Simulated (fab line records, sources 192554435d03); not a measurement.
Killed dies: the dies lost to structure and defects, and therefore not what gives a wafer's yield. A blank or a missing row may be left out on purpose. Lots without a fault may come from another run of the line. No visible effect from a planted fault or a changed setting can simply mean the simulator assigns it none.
A struck lot beside a sound one || flow n5Finfet || 28 out of 1938 route steps
Sound: the wafers L711.1, L711.3, L711.5. Struck: wafers L714.3, L714.5 (left out: L714.4, a lot-mate that was not struck); the cause follows at the end.
Per side, at each step with rows, come the tool, then ch with its chambers, and then its first start. Under that, the readings that differ: sound wafers || struck wafers || difference of the means || sigmas: that difference in standard deviations of wafers without a fault.
alike: words and numbers the same on both sides, and readings whose means are apart by under 2 such deviations; not compared: readings that were withheld, readings missing a value for some wafer, numbers with overlapping values and no deviation given by the record, and bounds like >300 which may hide the same value.
The two part at a step that has a row with sigmas, a row that says differs or no value, or rows on one side only. Numbers that don't overlap but have no deviation are shown without sigmas and don't part them. Lack of a reading on every wafer of one side parts them only where that side has two or more wafers.

first, 9 steps without rows for these wafers: N5_BEOL_M0_SAQP_COAT_72 (time 60 s, resist thk 15 nm); N5_BEOL_M0_SAQP_COAT_87 (time 60 s, resist thk 5 nm); N5_BEOL_M0_SAQP_COAT_34 (resist thk 30 nm); N5_BEOL_M0_SAQP_EBR_36; N5_BEOL_M0_SAQP_SOFTBAKE_35 (time 60 s); N5_BEOL_M0_SAQP_EXPOSE_37 (exposes mask M0 CUT1, target cd 30 nm); N5_BEOL_M0_SAQP_PEB_38 (peb time 60 s); N5_BEOL_M0_SAQP_DEVELOP_39 (develop time 30 s); N5_BEOL_M0_SAQP_DESCUM_45 (chemistry O2, time 7 s).
N5_BEOL_M0_SAQP_ETCH_88: etches underlayer in N2/H2, target depth 6.5 nm, time 5.2 s.
  sound on rieDiel-01 ch 0,1,2, day 8 17:16; struck on rieDiel-01 ch 1, day 9 11:00
  alike: chamberPressureMTorr, drypumpMotorCurrentA, etchRfOnTimeS, oesProductAu, rfVppV, showerheadPlenumPTorr, throttleValvePct
  not compared: rfHoursCounterH
then, 14 steps without rows for these wafers: N5_BEOL_M0_SAQP_ETCH_73 (etches SiARC in CF4, target depth 19.5 nm, time 32.5 s); N5_BEOL_M0_SAQP_CUT_ETCH_46 (etches SOC in N2/H2, target depth 135 nm, overetch 27 nm, time 202.5 s); N5_BEOL_M0_SAQP_STRIP_74 (strips in N2/H2); N5_BEOL_M0_SAQP_STRIP_89 (strips in N2/H2); N5_BEOL_M0_SAQP_ALD_48 (deposits SiO2, target thk 20 nm, pulse time 1 s, co reactant pulse time 1 s); N5_BEOL_M0_SAQP_ETCH_49 (etches SiO2 in CF4/O2, target depth 37 nm); N5_BEOL_M0_SAQP_STRIP_75 (strips in CF4); N5_BEOL_M0_CUTY_COAT_50 (time 60 s, resist thk 15 nm); N5_BEOL_M0_CUTY_COAT_51 (resist thk 150 nm); N5_BEOL_M0_CUTY_EBR_52; N5_BEOL_M0_CUTY_SOFTBAKE_53 (time 60 s); N5_BEOL_M0_CUTY_EXPOSE_54 (exposes mask M0 ABLK); N5_BEOL_M0_CUTY_PEB_55 (peb time 60 s); N5_BEOL_M0_CUTY_DEVELOP_56 (develop time 30 s).
N5_BEOL_M0_CUTY_INSPECT_59: inspects for defects (macro).
  struck on defectInspect-02, day 9 12:27; sound on defectInspect-01, day 8 19:25
{"reading": "rawDefectCount", "sound": "3 4 1", "struck": ">300 >300", "difference": "differs", "sigmas": ""}
then, 1 step without rows for these wafers: N5_BEOL_M0_CUTY_DESCUM_61 (chemistry O2, time 7.9 s).
-- a jump in the record: the struck wafers' starts before and after are 5 days apart (it breaks off in module BEOL_M0_CUTY and resumes in module BEOL_M4, where the first step shown is number 1111 of the route) --
N5_BEOL_M4_RC_MEAS_101:
  sound on prober-02 ch 0, day 12 23:48; struck on prober-01 ch 0, day 14 05:32
{"reading": "IOFF_P (nA/um)", "sound": "0.219 0.255 0.242", "struck": "0.179 0.192", "difference": -0.053, "sigmas": -2}
{"reading": "VT_N (mV)", "sound": "246.6 243.6 245.6", "struck": "252.2 250.7", "difference": "+6.2", "sigmas": "+2"}
{"reading": "VT_P (mV)", "sound": "-244.4 -246.3 -246.1", "struck": "-254.4 -250.8", "difference": -7.0, "sigmas": -2}
  alike: DIBL_N, DIBL_P, IOFF_N, ION_N, ION_P, SS_N, SS_P
-- a jump in the record: the struck wafers' starts before and after are 4 days apart (it breaks off in module BEOL_M4 and resumes in module PASSIVATION, where the first step shown is number 1936 of the route) --
N5_PASSIVATION_PROBE_49:
  the record has rows for the struck wafers here (prober-02, day 18 15:50) and none for the sound ones

== WHERE THEY PART ==
First at N5_BEOL_M0_CUTY_INSPECT_59; last, within this record, at N5_PASSIVATION_PROBE_49.

WHY: the cause the simulator had injected
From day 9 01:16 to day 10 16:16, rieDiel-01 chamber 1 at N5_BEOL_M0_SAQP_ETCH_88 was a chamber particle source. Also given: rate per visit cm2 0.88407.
